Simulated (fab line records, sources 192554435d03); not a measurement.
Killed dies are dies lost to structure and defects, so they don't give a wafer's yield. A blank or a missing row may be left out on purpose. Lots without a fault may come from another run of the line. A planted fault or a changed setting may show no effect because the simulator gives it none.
Chamber matching | flow n5_finfet | N5_BEOL_M0_SAQP_MANDREL_ETCH_103 on rie_si-02: 4 sister chambers
The step etches a-Si in HBr/Cl2, stops on SiCN, target depth 45 nm, bt time 10 s, time 27 s. 7 wafers are shown with their chamber, then 8 later ones without.

WAFERS WITH THEIR CHAMBER
wafer  | chamber | oes_product_au (a.u.)
L077.3 | 0       | 0.658
L077.6 | 3       | 0.682
L079.1 | 0       | 0.675
L079.6 | 2       | 0.660
L080.3 | 3       | 0.674
L080.5 | 1       | 0.683
L086.1 | 1       | 0.678

WAFERS WITHOUT THEIR CHAMBER
wafer  | oes_product_au (a.u.)
L086.3 | 0.659
L086.4 | 0.695
L091.2 | 0.670
L091.3 | 0.682
L091.4 | 0.681
L093.2 | 0.692
L093.4 | 0.676
L093.5 | 0.692

WHICH CHAMBER EACH WENT THROUGH
wafer  | from the rows above               | in truth
L086.3 | can't be placed: 2 or 0           | 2
L086.4 | can't be placed: 1 or 3 or 0      | 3
L091.2 | can't be placed: 0 or 3 or 2 or 1 | 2
L091.3 | can't be placed: 1 or 3 or 0      | 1
L091.4 | can't be placed: 1 or 3 or 0      | 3
L093.2 | can't be placed: 1 or 3 or 0      | 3
L093.4 | can't be placed: 3 or 1 or 0 or 2 | 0
L093.5 | can't be placed: 1 or 3 or 0      | 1
Placed correctly: 0 of 8. Can't be placed from these rows: 8 (the true chamber is among the candidates in 8). Placed wrongly: 0.
How it was worked out, from the rows above alone: a wafer's distance from a chamber is the root of the sum, over the readings, of the square of ((its reading less the chamber's mean) divided by the reading's scatter). The wafer belongs to the nearest chamber; if the next one is less than 2 further off, it can't be placed. A chamber's mean is the mean of its shown wafers. The scatter: the root of (the sum of the squares of (reading less its chamber's mean) over the shown wafers, divided by (wafers less chambers)).
